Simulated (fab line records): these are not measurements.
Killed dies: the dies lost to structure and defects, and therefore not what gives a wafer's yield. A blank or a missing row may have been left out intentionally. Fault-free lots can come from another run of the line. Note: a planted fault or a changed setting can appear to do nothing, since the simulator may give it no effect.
Matching of chambers / flow nand harc / 4 sister chambers for NHARC_A_ZERO_WELL_ETCH_19 on rie diel-12
The step etches the open film in N2/H2, target depth 80 nm, overetch 24 nm, time 87.88 s. 14 wafers are shown with their chamber, then 7 later ones without.

== WAFERS, EACH WITH ITS CHAMBER ==
wafer=L976.1; chamber=0; showerhead plenum p Torr (Torr)=2.05; drypump motor current A (A)=5.4; rf vpp V (V)=431.5
wafer=L976.5; chamber=0; showerhead plenum p Torr (Torr)=2.05; drypump motor current A (A)=5.3; rf vpp V (V)=431.2
wafer=L976.6; chamber=3; showerhead plenum p Torr (Torr)=1.91; drypump motor current A (A)=6.4; rf vpp V (V)=426.6
wafer=L979.1; chamber=2; showerhead plenum p Torr (Torr)=2.08; drypump motor current A (A)=5.5; rf vpp V (V)=432.1
wafer=L979.5; chamber=2; showerhead plenum p Torr (Torr)=2.08; drypump motor current A (A)=5.6; rf vpp V (V)=431.9
wafer=L979.6; chamber=1; showerhead plenum p Torr (Torr)=2.14; drypump motor current A (A)=5.4; rf vpp V (V)=433.1
wafer=L984.1; chamber=1; showerhead plenum p Torr (Torr)=2.14; drypump motor current A (A)=5.4; rf vpp V (V)=434.0
wafer=L984.3; chamber=3; showerhead plenum p Torr (Torr)=1.90; drypump motor current A (A)=6.4; rf vpp V (V)=425.8
wafer=L984.6; chamber=0; showerhead plenum p Torr (Torr)=2.05; drypump motor current A (A)=5.4; rf vpp V (V)=429.7
wafer=L985.4; chamber=1; showerhead plenum p Torr (Torr)=2.14; drypump motor current A (A)=5.4; rf vpp V (V)=433.0
wafer=L985.5; chamber=0; showerhead plenum p Torr (Torr)=2.05; drypump motor current A (A)=5.4; rf vpp V (V)=429.8
wafer=L985.6; chamber=1; showerhead plenum p Torr (Torr)=2.14; drypump motor current A (A)=5.4; rf vpp V (V)=433.8
wafer=L986.1; chamber=0; showerhead plenum p Torr (Torr)=2.05; drypump motor current A (A)=5.4; rf vpp V (V)=431.1
wafer=L986.4; chamber=2; showerhead plenum p Torr (Torr)=2.08; drypump motor current A (A)=5.6; rf vpp V (V)=431.2

SIGNATURES, as means of the wafers listed above
reading=showerhead plenum p Torr; chamber 0=2.0500; chamber 1=2.1400; chamber 2=2.0800; chamber 3=1.9050; scatter within a chamber=0.00224
reading=drypump motor current A; chamber 0=5.380; chamber 1=5.400; chamber 2=5.567; chamber 3=6.400; scatter within a chamber=0.0383
reading=rf vpp V; chamber 0=430.660; chamber 1=433.475; chamber 2=431.733; chamber 3=426.200; scatter within a chamber=0.661
Rule: distance of a wafer from a chamber = root of the sum over the readings of ((wafer's reading minus chamber's mean) / reading's scatter) squared. If the next closest chamber is less than 2 further off than the closest, the wafer can't be placed; otherwise it belongs to the closest. The scatter is the square root of a quotient: the sum, over the shown wafers, of each reading's squared deviation from its chamber's mean, divided by wafers minus chambers.

== WAFERS WITHOUT THEIR CHAMBER ==
wafer=L986.6; showerhead plenum p Torr (Torr)=2.08; drypump motor current A (A)=5.6; rf vpp V (V)=431.6
wafer=L995.1; showerhead plenum p Torr (Torr)=1.90; drypump motor current A (A)=6.4; rf vpp V (V)=425.1
wafer=L995.2; showerhead plenum p Torr (Torr)=2.08; drypump motor current A (A)=5.6; rf vpp V (V)=430.5
wafer=L995.4; showerhead plenum p Torr (Torr)=2.14; drypump motor current A (A)=5.4; rf vpp V (V)=434.1
wafer=L996.2; showerhead plenum p Torr (Torr)=2.14; drypump motor current A (A)=5.4; rf vpp V (V)=434.6
wafer=L996.3; showerhead plenum p Torr (Torr)=2.08; drypump motor current A (A)=5.6; rf vpp V (V)=431.2
wafer=L996.6; showerhead plenum p Torr (Torr)=2.04; drypump motor current A (A)=5.3; rf vpp V (V)=430.8

== WHICH CHAMBER EACH ONE RAN IN ==
wafer=L986.6; from the rows above=2; in truth=2
wafer=L995.1; from the rows above=3; in truth=3
wafer=L995.2; from the rows above=2; in truth=2
wafer=L995.4; from the rows above=1; in truth=1
wafer=L996.2; from the rows above=1; in truth=1
wafer=L996.3; from the rows above=2; in truth=2
wafer=L996.6; from the rows above=0; in truth=0
Correctly placed: 7 of 7. Number that these rows cannot place: 0. Placed wrongly: 0.
